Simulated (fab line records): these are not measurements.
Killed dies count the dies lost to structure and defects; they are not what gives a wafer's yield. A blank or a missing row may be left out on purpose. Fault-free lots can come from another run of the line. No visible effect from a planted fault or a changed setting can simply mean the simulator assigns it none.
fab line records	flow n5_finfet	part 2 of 2: steps 4 to 6 of 6
record lots=24	wafers=72	last_day=18
route steps=1938 shown BEOL_M15@1795 MIM_TOP@1837 MIM_BOT_ETCH@1868
lots that met no fault: taken from a fault-free run of the same line
start_h: hours from the record's first day to the start of the lot's first wafer shown	wait_h: hours since the lot's step before	" the same as in the row above	L1.1+2: one row covering several wafers at once	- either no value or no given start	* or withheld: withheld	< > ~ a bound
route shown NAME@n: a module of which the file shows steps, and the number in the route of the first	usual: average and standard deviation across the fault-free wafers	same: alike in all rows	chamber/n: place in a boat	sites: readings site by site	_std_site: how widely they spread, as a standard deviation	_edge_site: inner sites' mean taken away from outer sites' mean	radius_mm: for every site, how far away it sits from the centre of the wafer	mask NAME#n: copy n	behind: the most recent tool/chamber to have shaped the wafer	hold: reason for holding the lot/hours on hold/outcome of the hold	device: transistor that didn't switch, given as n, p or np	end of line: the route-end tests of the same wafers	a step given without rows: its recipe and nothing more	killed: dies lost to structure and defects at the first sort, not the wafer's yield	map: dies across one wafer; x = killed, . = not, _ = none there
set.NAME: the setting the step ran with; set.NAME@STEP: the setting that earlier step ran with	model.NAME: the simulator's own value behind a step, which no gauge read
route steps across a sampled set of lots; one table per step, one row per wafer
services: a tool's chamber out of use, with start hour (start_h, from the record's first day; less than 0 if before it), hours out, and reason
## steps
# step N5_BEOL_M15_TRENCH_ETCH_34
# recipe chemistry=C4F8/O2/Ar	target=SiO2	target_depth_a=8729.3	he_inner_torr=15	he_outer_torr=30	time_s=199	ion_energy_ev=800	pressure_mtorr=20	source_w=1905	bias_w=2040	Ar_flow_sccm=400	C4F8_flow_sccm=16	O2_flow_sccm=12
# usual drypump_motor_current_A=6.0/0.53	oes_product_au=0.79/0.098	rf_vpp_V=2246/24	showerhead_plenum_p_Torr=3.48/0.1	throttle_valve_pct=30.92/0.28
lot.wafer	tool	chamber	start_h	wait_h	drypump_motor_current_A	oes_product_au	rf_hours_counter_h	rf_vpp_V	showerhead_plenum_p_Torr	throttle_valve_pct
L074.1	rie_diel-02	3	253.89	0.0	6.3	0.67	246	2232	3.52	30.80
L074.3	"	1	"	"	6.3	0.79	86	2247	3.47	30.49
L074.4	"	2	"	"	5.9	0.93	4	2227	3.70	30.91
L075.1	rie_diel-02	3	263.34	0.0	6.3	0.67	251	2234	3.52	30.80
L075.4	"	2	"	"	5.9	0.91	-	2228	3.70	30.90
L075.6	"	3	"	"	6.3	0.67	-	2233	3.52	30.79
L077.3	rie_diel-05	3	270.67	0.0	5.8	0.69	195	2241	3.56	31.33
L077.5	"	1	"	"	5.3	0.93	-	2298	3.52	30.97
L077.6	"	0	"	"	6.6	0.73	-	2253	3.34	30.78
L076.4	rie_diel-02	1	279.02	0.1	6.3	0.78	-	2246	3.47	30.49
L076.5	"	3	"	"	6.3	0.66	-	2232	3.51	30.80
L076.6	"	2	"	"	5.9	0.88	-	2228	3.70	30.90
L078.1	rie_diel-05	3	291.01	0.0	5.8	0.69	201	2240	3.55	31.34
L078.2	"	0	"	"	6.6	0.72	185	2254	3.34	30.78
L078.3	"	2	"	"	6.6	0.72	189	2220	3.40	30.85
L079.2	rie_diel-05	3	301.42	0.0	5.8	0.69	204	2242	3.55	31.34
L079.4	"	0	"	"	6.6	0.72	188	2254	3.34	30.80
L079.5	"	1	"	"	5.3	0.91	-	2299	3.51	30.97
L080.1	rie_diel-03	1	313.70	0.0	5.3	0.72	217	2240	3.41	31.53
L080.4	"	0	"	"	5.9	0.88	53	2218	3.36	30.99
L080.5	"	1	"	"	5.3	0.71	-	2239	3.41	31.52
L081.1	rie_diel-05	0	316.68	0.0	6.6	0.71	192	2254	3.33	30.79
L081.2	"	2	"	"	6.6	0.72	196	2220	3.40	30.87
L081.6	"	2	"	"	6.6	0.73	-	2222	3.40	30.86
L082.1	rie_diel-05	1	317.09	0.0	5.4	0.91	27	2297	3.51	30.96
L082.3	"	3	"	"	5.8	0.68	208	2240	3.55	31.33
L082.4	"	2	"	"	6.6	0.71	196	2220	3.40	30.85
L084.1	rie_diel-02	3	322.19	0.0	6.2	1.00	2	2232	3.51	30.39
L084.2	"	2	"	"	5.9	0.86	28	2226	3.69	30.93
L084.5	"	2	"	"	5.9	0.86	-	2226	3.69	30.92
L085.2	rie_diel-05	3	334.04	0.0	5.8	0.69	214	2241	3.55	31.37
L085.4	"	2	"	"	6.6	0.72	201	2219	3.39	30.86
L085.6	"	2	"	"	6.6	0.72	-	2220	3.39	30.85
L083.3	rie_diel-02	3	334.12	0.0	6.3	0.98	6	2234	3.51	30.41
L083.5	"	2	"	"	5.9	0.87	-	2226	3.69	30.94
L083.6	"	1	"	"	6.3	0.77	-	2244	3.46	30.51
L086.3	rie_diel-05	0	335.95	0.0	6.6	0.71	199	2252	3.33	30.80
L086.4	"	1	"	"	5.3	0.90	34	2298	3.51	30.97
L086.6	"	1	"	"	5.3	0.90	-	2298	3.51	30.99
L088.2	rie_diel-02	1	350.00	0.0	6.3	0.76	118	2245	3.46	30.53
L088.4	"	2	"	"	5.9	0.86	37	2225	3.68	30.94
L088.6	"	0	"	"	5.2	0.91	-	2245	3.51	30.85
L087.2	rie_diel-05	2	350.30	0.0	6.6	0.70	207	2219	3.39	30.85
L087.4	"	3	"	"	5.8	0.67	219	2239	3.54	31.35
L087.6	"	0	"	"	6.6	0.70	-	2252	3.33	30.80
L090.2	rie_diel-05	0	353.94	0.0	6.6	0.71	204	2254	3.33	30.80
L090.3	"	2	"	"	6.6	0.71	209	2221	3.39	30.87
L090.5	"	0	"	"	6.6	0.71	-	2252	3.33	30.82
L089.1	rie_diel-03	1	359.63	0.0	5.4	0.71	232	2237	3.40	31.54
L089.3	"	0	"	"	5.9	0.86	67	2217	3.36	31.02
L089.6	"	1	"	"	5.3	0.70	-	2238	3.40	31.55
L091.3	rie_diel-05	3	367.41	0.0	5.9	0.67	224	2240	3.54	31.35
L091.4	"	0	"	"	6.6	0.70	209	2252	3.33	30.80
L091.6	"	1	"	"	5.3	0.88	-	2298	3.50	30.99
L092.2	rie_diel-02	0	369.77	0.0	5.2	0.89	31	2245	3.50	30.87
L092.3	"	3	"	"	6.3	0.94	17	2231	3.50	30.40
L092.5	"	1	"	"	6.3	0.76	-	2245	3.45	30.53
L093.2	rie_diel-02	3	379.82	0.0	6.3	0.93	20	2231	3.50	30.41
L093.5	"	0	"	"	5.2	0.88	-	2247	3.50	30.85
L093.6	"	1	"	"	6.3	0.76	-	2245	3.45	30.53
L094.2	rie_diel-05	1	386.57	0.0	5.3	0.87	52	2298	3.50	31.00
L094.4	"	2	"	"	6.6	0.70	220	2218	3.38	30.90
L094.5	"	2	"	"	6.6	0.70	-	2218	3.38	30.89
L095.1	rie_diel-05	2	392.33	0.0	6.6	0.70	222	2220	3.38	30.86
L095.2	"	3	"	"	5.8	0.67	232	2241	3.54	31.37
L095.3	"	1	"	"	5.3	0.86	53	2295	3.49	31.02
L096.3	rie_diel-03	3	397.70	0.0	4.8	0.68	243	2271	3.58	31.42
L096.5	"	2	"	"	6.0	0.86	-	2225	3.52	31.32
L096.6	"	3	"	"	4.8	0.69	-	2271	3.58	31.41
L097.1	rie_diel-02	2	400.64	0.0	5.9	0.84	54	2226	3.67	30.96
L097.3	"	0	"	"	5.2	0.88	42	2245	3.50	30.87
L097.4	"	3	"	"	6.2	0.93	28	2231	3.50	30.42
# step N5_MIM_TOP_DEGAS_04
# recipe ambient=vacuum	temp_c=300	time_s=60
# usual heater_power_w=460/30
lot.wafer	tool	chamber	start_h	wait_h	heater_power_w
L074.1	pvd_sputter-02	-	261.71	-	441
L074.3	"	-	"	"	464
L074.4	"	-	"	"	487
L075.1	pvd_sputter-02	-	270.06	-	466
L075.4	"	-	"	"	480
L075.6	"	-	"	"	449
L077.3	pvd_sputter-02	-	280.60	-	453
L077.5	"	-	"	"	496
L077.6	"	-	"	"	436
L076.4	pvd_sputter-02	-	286.60	-	487
L076.5	"	-	"	"	449
L076.6	"	-	"	"	447
L078.1	pvd_sputter-02	-	297.65	-	432
L078.2	"	-	"	"	442
L078.3	"	-	"	"	473
L079.2	pvd_sputter-03	-	309.53	-	449
L079.4	"	-	"	"	420
L079.5	"	-	"	"	434
L080.1	pvd_sputter-02	-	320.47	-	489
L080.4	"	-	"	"	463
L080.5	"	-	"	"	483
L081.1	pvd_sputter-03	-	325.13	-	432
L081.2	"	-	"	"	437
L081.6	"	-	"	"	519
L082.1	pvd_sputter-02	-	327.67	-	480
L082.3	"	-	"	"	446
L082.4	"	-	"	"	436
L084.1	pvd_sputter-02	-	329.47	-	443
L084.2	"	-	"	"	479
L084.5	"	-	"	"	445
L085.2	pvd_sputter-02	-	343.88	-	493
L085.4	"	-	"	"	438
L085.6	"	-	"	"	480
L083.3	pvd_sputter-02	-	344.00	-	502
L083.5	"	-	"	"	447
L083.6	"	-	"	"	444
L086.3	pvd_sputter-03	-	345.24	-	525
L086.4	"	-	"	"	442
L086.6	"	-	"	"	448
L088.2	pvd_sputter-03	-	356.15	-	527
L088.4	"	-	"	"	431
L088.6	"	-	"	"	527
L087.2	pvd_sputter-03	-	356.43	-	524
L087.4	"	-	"	"	436
L087.6	"	-	"	"	443
L090.2	pvd_sputter-03	-	360.05	-	423
L090.3	"	-	"	"	464
L090.5	"	-	"	"	426
L089.1	pvd_sputter-01	-	366.60	-	518
L089.3	"	-	"	"	465
L089.6	"	-	"	"	447
L091.3	pvd_sputter-03	-	374.99	-	431
L091.4	"	-	"	"	539
L091.6	"	-	"	"	460
L092.2	pvd_sputter-03	-	378.34	-	538
L092.3	"	-	"	"	438
L092.5	"	-	"	"	449
L093.2	pvd_sputter-02	-	386.49	-	486
L093.5	"	-	"	"	448
L093.6	"	-	"	"	442
L094.2	pvd_sputter-01	-	393.22	-	524
L094.4	"	-	"	"	439
L094.5	"	-	"	"	524
L095.1	pvd_sputter-01	-	397.74	-	451
L095.2	"	-	"	"	529
L095.3	"	-	"	"	424
L096.3	pvd_sputter-02	-	414.22	-	443
L096.5	"	-	"	"	442
L096.6	"	-	"	"	467
L097.1	pvd_sputter-01	-	416.98	-	451
L097.3	"	-	"	"	505
L097.4	"	-	"	"	439
# step N5_MIM_BOT_ETCH_ETCH_00
# recipe chemistry=Cl2/BCl3	target=TiN	target_depth_a=455	ion_energy_ev=150	pressure_mtorr=10	icp_w=1000	bias_w=126	Cl2_flow_sccm=53.25	bcl3_flow_sccm=21.75	Ar_flow_sccm=25
# usual drypump_motor_current_A=5.8/0.45	oes_product_au=0.80/0.093	throttle_valve_pct=21.8/0.32
lot.wafer	tool	chamber	start_h	wait_h	drypump_motor_current_A	oes_product_au	rf_hours_counter_h	throttle_valve_pct
L074.1	rie_metal-01	0	263.50	0.1	5.8	0.75	59	21.4
L074.3	"	0	"	"	5.8	0.75	-	21.4
L074.4	"	1	"	"	5.4	0.96	-	21.7
L075.1	rie_metal-02	1	271.62	0.1	5.4	0.65	111	22.0
L075.4	"	0	"	"	6.6	0.82	-	21.9
L075.6	"	1	"	"	5.4	0.64	-	22.0
L077.3	rie_metal-01	0	282.53	0.1	5.8	0.75	-	21.4
L077.5	"	0	"	"	5.8	0.75	-	21.4
L077.6	"	1	"	"	5.4	0.96	-	21.7
L076.4	rie_metal-03	0	288.27	0.1	5.5	0.72	-	22.4
L076.5	"	1	"	"	5.9	0.76	-	22.0
L076.6	"	0	"	"	5.5	0.72	-	22.4
L078.1	rie_metal-02	1	299.31	0.1	5.4	0.64	113	22.0
L078.2	"	0	"	"	6.7	0.81	30	21.9
L078.3	"	1	"	"	5.4	0.64	-	22.1
L079.2	rie_metal-02	0	311.17	0.2	6.7	0.81	-	21.9
L079.4	"	0	"	"	6.6	0.81	-	21.9
L079.5	"	0	"	"	6.7	0.81	-	21.9
L080.1	rie_metal-02	0	322.06	0.1	6.6	0.80	32	21.9
L080.4	"	0	"	"	6.7	0.80	-	21.9
L080.5	"	0	"	"	6.6	0.79	-	21.9
L081.1	rie_metal-01	1	327.05	0.1	5.4	0.94	11	21.7
L081.2	"	0	"	"	5.8	0.74	64	21.4
L081.6	"	0	"	"	5.9	0.74	-	21.4
L082.1	rie_metal-03	0	329.67	0.1	5.5	0.71	67	22.4
L082.3	"	1	"	"	5.9	0.75	-	22.0
L082.4	"	0	"	"	5.5	0.72	-	22.4
L084.1	rie_metal-01	1	331.26	0.1	5.4	0.93	12	21.7
L084.2	"	0	"	"	5.8	0.73	65	21.4
L084.5	"	0	"	"	5.8	0.74	-	21.4
L083.3	rie_metal-02	1	345.91	0.1	5.4	0.98	-	21.7
L083.5	"	0	"	"	6.6	0.80	-	21.9
L083.6	"	1	"	"	5.4	0.98	-	21.7
L085.2	rie_metal-01	1	346.07	0.1	5.3	0.93	13	21.7
L085.4	"	1	"	"	5.4	0.93	-	21.7
L085.6	"	1	"	"	5.4	0.93	-	21.7
L086.3	rie_metal-01	1	347.05	0.1	5.4	0.92	-	21.7
L086.4	"	0	"	"	5.8	0.73	-	21.4
L086.6	"	0	"	"	5.8	0.74	-	21.4
L088.2	rie_metal-02	1	357.77	0.1	5.4	0.96	4	21.7
L088.4	"	1	"	"	5.4	0.96	-	21.7
L088.6	"	0	"	"	6.6	0.79	-	21.9
L087.2	rie_metal-03	1	358.18	0.1	5.9	0.75	50	22.0
L087.4	"	0	"	"	5.5	0.72	-	22.4
L087.6	"	0	"	"	5.5	0.71	-	22.4
L090.2	rie_metal-01	0	361.80	0.1	5.8	0.74	68	21.4
L090.3	"	1	"	"	5.4	0.93	-	21.7
L090.5	"	1	"	"	5.4	0.93	-	21.7
L089.1	rie_metal-02	0	368.43	0.1	6.6	0.80	37	21.9
L089.3	"	1	"	"	5.4	0.94	-	21.7
L089.6	"	0	"	"	6.6	0.80	-	21.9
L091.3	rie_metal-03	0	376.96	0.1	5.5	0.71	-	22.4
L091.4	"	1	"	"	5.9	0.74	-	22.0
L091.6	"	1	"	"	5.9	0.75	-	22.0
L092.2	rie_metal-03	0	380.06	0.1	5.5	0.71	70	22.4
L092.3	"	0	"	"	5.5	0.71	-	22.4
L092.5	"	1	"	"	5.9	0.73	-	22.1
L093.2	rie_metal-03	1	388.27	0.1	5.8	0.74	53	22.0
L093.5	"	0	"	"	5.5	0.72	-	22.4
L093.6	"	1	"	"	5.9	0.74	-	22.0
L094.2	rie_metal-01	1	394.79	0.1	5.4	0.90	18	21.7
L094.4	"	1	"	"	5.4	0.90	-	21.7
L094.5	"	1	"	"	5.4	0.91	-	21.7
L095.1	rie_metal-01	1	399.51	0.1	5.4	0.91	19	21.7
L095.2	"	0	"	"	5.8	0.73	72	21.4
L095.3	"	0	"	"	5.8	0.73	-	21.4
L096.3	rie_metal-01	0	416.06	0.1	5.8	0.72	-	21.4
L096.5	"	0	"	"	5.8	0.72	-	21.4
L096.6	"	1	"	"	5.4	0.89	-	21.7
L097.1	rie_metal-03	0	418.52	0.1	5.5	0.71	74	22.4
L097.3	"	1	"	"	5.9	0.73	-	22.1
L097.4	"	0	"	"	5.5	0.71	-	22.4
## services
tool	chamber	start_h	hours	kind
rie_diel-02	0	254.63	-	clean
rie_diel-02	0	254.63	-	consumable_replace:focus_ring
rie_diel-02	0	254.63	32.4	scheduled_down
rie_diel-02	0	254.63	32.4	vent_cycle
rie_diel-02	3	287.04	-	clean
rie_diel-02	3	287.04	-	consumable_replace:focus_ring
rie_diel-02	3	287.04	29.0	scheduled_down
rie_diel-02	3	287.04	29.0	vent_cycle
rie_diel-03	1	298.81	7.3	repair
rie_metal-02	1	305.63	-	clean
rie_metal-02	1	305.63	16.4	scheduled_down
rie_diel-02	1	322.00	2.0	repair
rie_metal-02	-	328.64	0.5	repair
rie_metal-03	0	332.65	14.8	repair
rie_diel-03	-	350.66	0.5	repair
pvd_sputter-01	-	350.73	6.6	repair
rie_diel-03	2	384.29	6.7	repair
rie_metal-02	-	388.06	28.1	pm
pvd_sputter-01	-	405.30	2.9	repair
pvd_sputter-03	-	406.00	1.9	repair
rie_diel-05	0	407.05	7.8	repair
rie_metal-03	-	411.11	1.5	repair
pvd_sputter-01	-	411.22	0.6	repair
pvd_sputter-03	-	411.82	5.2	repair
